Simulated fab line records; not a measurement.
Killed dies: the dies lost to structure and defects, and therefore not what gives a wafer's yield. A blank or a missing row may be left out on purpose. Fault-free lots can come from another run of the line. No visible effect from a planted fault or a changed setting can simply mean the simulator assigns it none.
Chamber matching | flow n5-finfet | N5_FIN_SAQP_HM_DEP_03 on pecvd-04: 3 sister chambers
The step deposits SiNx from SiH4/NH3/N2, target thk 38 nm, time 33.6 s. 6 wafers are shown with their chamber, then 7 later ones without.

== EACH WAFER AND ITS CHAMBER ==
wafer  | chamber | showerhead-plenum-p-Torr (Torr) | throttle-valve-pct (%)
L074.6 | 0       | 5.21                            | 40.8
L081.5 | 1       | 5.07                            | 41.2
L082.5 | 1       | 5.08                            | 41.2
L082.6 | 2       | 5.13                            | 39.9
L084.1 | 0       | 5.22                            | 41.1
L084.3 | 2       | 5.13                            | 39.9

== WAFERS MISSING THEIR CHAMBER ==
wafer  | showerhead-plenum-p-Torr (Torr) | throttle-valve-pct (%)
L084.6 | 5.15                            | 39.5
L085.1 | 5.14                            | 40.0
L085.3 | 5.09                            | 41.5
L085.6 | 5.20                            | 41.0
L096.2 | 5.13                            | 40.2
L096.4 | 5.20                            | 40.8
L096.6 | 5.08                            | 41.3

== WHICH CHAMBER EACH WENT THROUGH ==
wafer  | from the rows above | in truth
L084.6 | 2                   | 2
L085.1 | 2                   | 2
L085.3 | 1                   | 1
L085.6 | 0                   | 0
L096.2 | 2                   | 2
L096.4 | 0                   | 0
L096.6 | 1                   | 1
Placed correctly: 7 of 7. Not placeable from these rows: 0. Number placed wrongly: 0.
How it was worked out, from the rows above alone: a wafer's distance from a chamber is the root of the sum, over the readings, of the square of ((its reading less the chamber's mean) divided by the reading's scatter). The wafer belongs to the nearest chamber; if the next one is less than 2 further off, it can't be placed. The mean given for a chamber averages the wafers shown for that chamber. The scatter: take each reading less its chamber's mean, square it, sum over the shown wafers, divide by the number of wafers less the number of chambers, and take the root.
